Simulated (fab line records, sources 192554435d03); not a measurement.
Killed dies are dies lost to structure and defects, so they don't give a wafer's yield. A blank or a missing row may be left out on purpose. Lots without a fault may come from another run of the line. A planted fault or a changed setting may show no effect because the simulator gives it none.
Chamber matching | flow n5_finfet | N5_GATE_CUT_CMP_02 on cmp-02: 4 sister chambers
The step polishes, stops on SiO2, t overpolish 12.7 s, target thk 0 nm. 20 wafers are shown with their chamber, then 10 later ones without.

WAFERS WITH THEIR CHAMBER
wafer  | chamber | motor_current_A (A) | time_to_endpoint_s (s) | retaining_ring_pressure_frac
L074.2 | 2       | 10.0                | 27                     | 1.009
L074.4 | 0       | 8.6                 | 21                     | 0.999
L074.5 | 3       | 8.1                 | 29                     | 0.997
L075.1 | 1       | 10.5                | 28                     | 1.002
L075.3 | 2       | 9.8                 | 28                     | 1.000
L075.5 | 1       | 10.2                | 27                     | 0.998
L078.1 | 1       | 10.9                | 28                     | 1.007
L078.2 | 3       | 8.3                 | 30                     | 1.008
L078.6 | 0       | 9.2                 | 21                     | 1.000
L086.4 | 3       | 8.1                 | 30                     | 0.995
L086.5 | 1       | 10.2                | 29                     | 1.005
L086.6 | 0       | 8.6                 | 24                     | 0.995
L088.2 | 1       | 10.3                | 27                     | 0.999
L088.3 | 3       | 8.1                 | 33                     | 0.995
L088.6 | 0       | 9.1                 | 20                     | 0.998
L089.3 | 0       | 9.6                 | 22                     | 0.996
L089.4 | 1       | 10.2                | 27                     | 0.999
L089.6 | 3       | 7.8                 | 32                     | 1.004
L090.1 | 0       | 8.9                 | 23                     | 0.993
L090.4 | 1       | 10.4                | 29                     | 1.008

SIGNATURES (means of the wafers above)
reading                      | chamber 0 | chamber 1 | chamber 2 | chamber 3 | scatter within a chamber
motor_current_A              | 9.000     | 10.386    | 9.900     | 8.080     | 0.282
time_to_endpoint_s           | 21.83     | 27.86     | 27.50     | 30.80     | 1.3
retaining_ring_pressure_frac | 0.99683   | 1.00257   | 1.00450   | 0.99980   | 0.00444
Rule: a wafer's distance from a chamber is the root of the sum, over the readings, of the square of ((its reading less the chamber's mean) divided by the reading's scatter). The wafer belongs to the nearest chamber; if the next one is less than 2 further off, it can't be placed. The scatter: the root of (the sum of the squares of (reading less its chamber's mean) over the shown wafers, divided by (wafers less chambers)).

WAFERS WITHOUT THEIR CHAMBER
wafer  | motor_current_A (A) | time_to_endpoint_s (s) | retaining_ring_pressure_frac
L090.6 | 10.8                | 28                     | 1.002
L091.1 | 9.8                 | 31                     | 1.001
L091.3 | 9.3                 | 24                     | 0.994
L091.4 | 7.6                 | 30                     | 0.999
L093.1 | 8.0                 | 29                     | 0.997
L093.4 | 8.8                 | 24                     | 1.005
L093.5 | 8.5                 | 25                     | 1.010
L095.1 | 10.4                | 29                     | 1.003
L095.3 | 8.1                 | 31                     | 1.000
L095.4 | 10.0                | 30                     | 1.007

WHICH CHAMBER EACH WENT THROUGH
wafer  | from the rows above          | in truth
L090.6 | can't be placed: 1 or 2      | 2
L091.1 | can't be placed: 2 or 1      | 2
L091.3 | 0                            | 0
L091.4 | 3                            | 3
L093.1 | 3                            | 3
L093.4 | 0                            | 0
L093.5 | can't be placed: 0 or 3 or 2 | 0
L095.1 | can't be placed: 1 or 2      | 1
L095.3 | 3                            | 3
L095.4 | can't be placed: 2 or 1      | 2
Placed correctly: 5 of 10. Can't be placed from these rows: 5 (the true chamber is among the candidates in 5). Placed wrongly: 0.
